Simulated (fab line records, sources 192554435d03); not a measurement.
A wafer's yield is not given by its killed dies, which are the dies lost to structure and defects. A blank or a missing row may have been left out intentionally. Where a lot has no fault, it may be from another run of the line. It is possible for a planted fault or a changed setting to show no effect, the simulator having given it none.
The tool behind it: which one? -- flow n5 finfet -- 24 lots with 72 wafers sampled at 6 steps, on a route of 1938 steps

## WHAT THE GAUGES SHOWED, per wafer
No reading from a measuring or inspecting step in the record can be judged against a usual standard deviation.

## WHAT TOOL EACH LOT RAN ON (gives the tool, then ch and the chambers of the sampled wafers, and finally the start)
lot,N5_BEOL_M5_SURFACE_TREAT_87,N5_BEOL_M5_ANNEAL_82,N5_BEOL_M5_ANNEAL_89,N5_BEOL_M5_CO_CAP_78,N5_BEOL_M6_HM_DEP_02,N5_BEOL_M6_PRE_CLEAN_45
L074,"pvd sputter-02, day 7 19:47","pvd sputter-02, day 7 21:22","pvd sputter-02, day 7 23:32","cvd co-02 ch 0,2, day 8 01:25","pvd sputter-01, day 8 03:46","pvd sputter-01, day 8 08:43"
L075,"pvd sputter-01, day 8 14:44","pvd sputter-01, day 8 16:07","pvd sputter-01, day 8 18:17","cvd co-02 ch 2, day 8 20:12","pvd sputter-01, day 8 22:49","pvd sputter-03, day 9 04:20"
L076,"pvd sputter-02, day 8 18:18","pvd sputter-02, day 8 19:53","pvd sputter-02, day 8 22:04","cvd co-02 ch 2, day 9 00:02","pvd sputter-01, day 9 02:32","pvd sputter-01, day 9 07:22"
L077,"pvd sputter-01, day 8 23:10","pvd sputter-03, day 9 00:44","pvd sputter-03, day 9 02:55","cvd co-01 ch 1,2, day 9 04:47","pvd sputter-03, day 9 06:11","pvd sputter-02, day 9 09:07"
L078,"pvd sputter-01, day 9 02:20","pvd sputter-01, day 9 03:54","pvd sputter-01, day 9 06:04","cvd co-02 ch 0,1,2, day 9 07:57","pvd sputter-02, day 9 08:59","pvd sputter-01, day 9 13:17"
L079,"pvd sputter-03, day 9 09:09","pvd sputter-02, day 9 10:33","pvd sputter-02, day 9 12:43","cvd co-01 ch 0,1,2, day 9 14:43","pvd sputter-03, day 9 16:26","pvd sputter-02, day 9 19:42"
L080,"pvd sputter-02, day 9 19:11","pvd sputter-03, day 9 20:34","pvd sputter-03, day 9 22:44","cvd co-01 ch 0,1, day 10 00:37","pvd sputter-03, day 10 01:36","pvd sputter-03, day 10 06:35"
L082,"pvd sputter-01, day 9 19:56","pvd sputter-01, day 9 21:20","pvd sputter-01, day 9 23:38","cvd co-01 ch 0,1,2, day 10 01:39","pvd sputter-01, day 10 03:34","pvd sputter-01, day 10 06:44"
L081,"pvd sputter-03, day 10 01:44","pvd sputter-03, day 10 03:11","pvd sputter-03, day 10 05:21","cvd co-01 ch 0,1,2, day 10 07:25","pvd sputter-03, day 10 08:52","pvd sputter-01, day 10 12:13"
L083,"pvd sputter-02, day 10 04:52","pvd sputter-02, day 10 06:32","pvd sputter-02, day 10 08:43","cvd co-01 ch 0,1,2, day 10 10:35","pvd sputter-03, day 10 12:06","pvd sputter-02, day 10 14:41"
L084,"pvd sputter-03, day 10 15:48","pvd sputter-03, day 10 17:13","pvd sputter-03, day 10 19:23","cvd co-02 ch 0,1, day 10 22:32","pvd sputter-02, day 10 23:43","pvd sputter-01, day 11 04:48"
L085,"pvd sputter-01, day 10 17:41","pvd sputter-01, day 10 19:06","pvd sputter-01, day 10 21:16","cvd co-02 ch 0,1, day 10 23:09","pvd sputter-03, day 11 01:43","pvd sputter-03, day 11 05:46"
L087,"pvd sputter-01, day 11 08:18","pvd sputter-01, day 11 09:41","pvd sputter-01, day 11 11:52","cvd co-02 ch 0,1, day 11 13:47","pvd sputter-03, day 11 17:04","pvd sputter-02, day 11 21:26"
L086,"pvd sputter-02, day 11 14:08","pvd sputter-02, day 11 15:35","pvd sputter-02, day 11 17:45","cvd co-02 ch 0,1, day 11 19:41","pvd sputter-02, day 11 21:08","pvd sputter-02, day 11 23:37"
L089,"pvd sputter-03, day 11 15:07","pvd sputter-01, day 11 16:55","pvd sputter-01, day 11 19:05","cvd co-01 ch 1,2, day 11 20:59","pvd sputter-01, day 11 22:14","pvd sputter-03, day 12 03:56"
L088,"pvd sputter-01, day 11 22:09","pvd sputter-01, day 11 23:55","pvd sputter-01, day 12 02:05","cvd co-01 ch 0,1,2, day 12 03:58","pvd sputter-03, day 12 06:58","pvd sputter-01, day 12 10:29"
L090,"pvd sputter-03, day 11 23:26","pvd sputter-02, day 12 00:59","pvd sputter-02, day 12 03:10","cvd co-01 ch 1,2, day 12 05:03","pvd sputter-03, day 12 07:16","pvd sputter-02, day 12 10:47"
L091,"pvd sputter-03, day 12 11:44","pvd sputter-03, day 12 13:23","pvd sputter-03, day 12 15:33","cvd co-02 ch 0,2, day 12 18:00","pvd sputter-02, day 12 20:31","pvd sputter-01, day 12 23:53"
L092,"pvd sputter-03, day 12 17:29","pvd sputter-01, day 12 19:02","pvd sputter-01, day 12 21:28","cvd co-02 ch 0,1,2, day 12 23:29","pvd sputter-01, day 13 01:31","pvd sputter-01, day 13 05:37"
L093,"pvd sputter-03, day 12 21:14","pvd sputter-02, day 12 22:43","pvd sputter-02, day 13 00:53","cvd co-01 ch 0,1,2, day 13 02:46","pvd sputter-03, day 13 05:32","pvd sputter-01, day 13 09:47"
L094,"pvd sputter-03, day 12 21:25","pvd sputter-03, day 12 23:03","pvd sputter-03, day 13 01:13","cvd co-02 ch 0,1,2, day 13 03:06","pvd sputter-01, day 13 05:28","pvd sputter-01, day 13 09:19"
L095,"pvd sputter-02, day 13 03:49","pvd sputter-02, day 13 07:53","pvd sputter-02, day 13 10:03","cvd co-01 ch 0,1,2, day 13 11:56","pvd sputter-01, day 13 13:17","pvd sputter-03, day 13 17:40"
L096,"pvd sputter-01, day 13 13:53","pvd sputter-01, day 13 15:17","pvd sputter-01, day 13 17:28","cvd co-01 ch 0,2, day 13 19:36","pvd sputter-01, day 13 21:11","pvd sputter-03, day 14 00:40"
L097,"pvd sputter-03, day 14 03:47","pvd sputter-02, day 14 06:11","pvd sputter-02, day 14 08:21","cvd co-02 ch 0,1,2, day 14 10:14","pvd sputter-02, day 14 11:48","pvd sputter-02, day 14 16:17"
- N5_BEOL_M5_SURFACE_TREAT_87
- N5_BEOL_M5_ANNEAL_82: time 1800 s.
- N5_BEOL_M5_ANNEAL_89: time 1800 s.
- N5_BEOL_M5_CO_CAP_78: material Co, precursor CCTBA/H2, target thk 2 nm, time 102.1 s.
- N5_BEOL_M6_HM_DEP_02: deposits TiN, target thk 20 nm.
- N5_BEOL_M6_PRE_CLEAN_45: time 30 s.

## WHAT THE TOOLS THEMSELVES READ (means of the sampled wafers that have a number; where no wafer has one, the mark that the record gives instead)
N5_BEOL_M5_ANNEAL_82.
lot,tool,heater power w (W)
L074,pvd sputter-02,732
L075,pvd sputter-01,858
L076,pvd sputter-02,734
L077,pvd sputter-03,826
L078,pvd sputter-01,900
L079,pvd sputter-02,793
L080,pvd sputter-03,852
L082,pvd sputter-01,795
L081,pvd sputter-03,832
L083,pvd sputter-02,721
L084,pvd sputter-03,816
L085,pvd sputter-01,865
L087,pvd sputter-01,854
L086,pvd sputter-02,717
L089,pvd sputter-01,900
L088,pvd sputter-01,879
L090,pvd sputter-02,718
L091,pvd sputter-03,848
L092,pvd sputter-01,821
L093,pvd sputter-02,733
L094,pvd sputter-03,845
L095,pvd sputter-02,742
L096,pvd sputter-01,920
L097,pvd sputter-02,740

N5_BEOL_M5_ANNEAL_89.
lot,tool,heater power w (W)
L074,pvd sputter-02,720
L075,pvd sputter-01,846
L076,pvd sputter-02,728
L077,pvd sputter-03,802
L078,pvd sputter-01,901
L079,pvd sputter-02,784
L080,pvd sputter-03,843
L082,pvd sputter-01,809
L081,pvd sputter-03,846
L083,pvd sputter-02,731
L084,pvd sputter-03,805
L085,pvd sputter-01,863
L087,pvd sputter-01,863
L086,pvd sputter-02,725
L089,pvd sputter-01,905
L088,pvd sputter-01,883
L090,pvd sputter-02,728
L091,pvd sputter-03,836
L092,pvd sputter-01,805
L093,pvd sputter-02,742
L094,pvd sputter-03,842
L095,pvd sputter-02,735
L096,pvd sputter-01,929
L097,pvd sputter-02,725

N5_BEOL_M5_CO_CAP_78.
lot,tool,heater power outer w (W),heater power w (W)
L074,cvd co-02,121,232
L075,cvd co-02,119,222
L076,cvd co-02,119,227
L077,cvd co-01,112,220
L078,cvd co-02,134,263
L079,cvd co-01,120,234
L080,cvd co-01,128,252
L082,cvd co-01,121,239
L081,cvd co-01,121,237
L083,cvd co-01,121,235
L084,cvd co-02,148,290
L085,cvd co-02,138,274
L087,cvd co-02,139,276
L086,cvd co-02,138,275
L089,cvd co-01,120,234
L088,cvd co-01,122,236
L090,cvd co-01,114,219
L091,cvd co-02,124,248
L092,cvd co-02,136,263
L093,cvd co-01,122,232
L094,cvd co-02,135,264
L095,cvd co-01,122,235
L096,cvd co-01,122,237
L097,cvd co-02,135,267

N5_BEOL_M6_HM_DEP_02.
lot,tool,throttle valve pct (%)
L074,pvd sputter-01,27.4
L075,pvd sputter-01,28.8
L076,pvd sputter-01,28.1
L077,pvd sputter-03,29.5
L078,pvd sputter-02,30.5
L079,pvd sputter-03,30.3
L080,pvd sputter-03,30.5
L082,pvd sputter-01,28.2
L081,pvd sputter-03,31.1
L083,pvd sputter-03,29.9
L084,pvd sputter-02,30.9
L085,pvd sputter-03,30.4
L087,pvd sputter-03,30.3
L086,pvd sputter-02,30.2
L089,pvd sputter-01,28.1
L088,pvd sputter-03,29.9
L090,pvd sputter-03,31.1
L091,pvd sputter-02,29.9
L092,pvd sputter-01,29.1
L093,pvd sputter-03,31.3
L094,pvd sputter-01,28.1
L095,pvd sputter-01,28.1
L096,pvd sputter-01,28.9
L097,pvd sputter-02,30.5

N5_BEOL_M6_PRE_CLEAN_45.
lot,tool,heater power w (W)
L074,pvd sputter-01,362
L075,pvd sputter-03,340
L076,pvd sputter-01,371
L077,pvd sputter-02,266
L078,pvd sputter-01,362
L079,pvd sputter-02,291
L080,pvd sputter-03,325
L082,pvd sputter-01,356
L081,pvd sputter-01,325
L083,pvd sputter-02,324
L084,pvd sputter-01,345
L085,pvd sputter-03,340
L087,pvd sputter-02,267
L086,pvd sputter-02,291
L089,pvd sputter-03,321
L088,pvd sputter-01,334
L090,pvd sputter-02,291
L091,pvd sputter-01,331
L092,pvd sputter-01,332
L093,pvd sputter-01,353
L094,pvd sputter-01,358
L095,pvd sputter-03,319
L096,pvd sputter-03,323
L097,pvd sputter-02,314

## THE ANSWER, worked out from the rows above alone
Rule: what is usual is taken from the lots themselves. The widest of any qualifying gaps counts: lots, ordered by their means at a reading, are off when they make up no more than a third of the lots, leave a main group of 4 or more, and stand apart from it by 3 or more times the standard deviation of that group's means. A main group whose means are all the same, to the digits that the tables above print for the reading, isn't used. A lot without any number at a reading at which 4 lots or more have one is off too. Any other lot the step has rows for is counted as sound. Order of review: gauges by route order, followed by the tools' own readings, for which a lot's mean as printed above is used. The first step at which some lot is off is used, and at that step the reading that is off furthest; a lot without a number counts as furthest.
No lot is off at any reading shown: from this, nothing can be told.

## WHAT THE SIMULATOR HAD PUT IN
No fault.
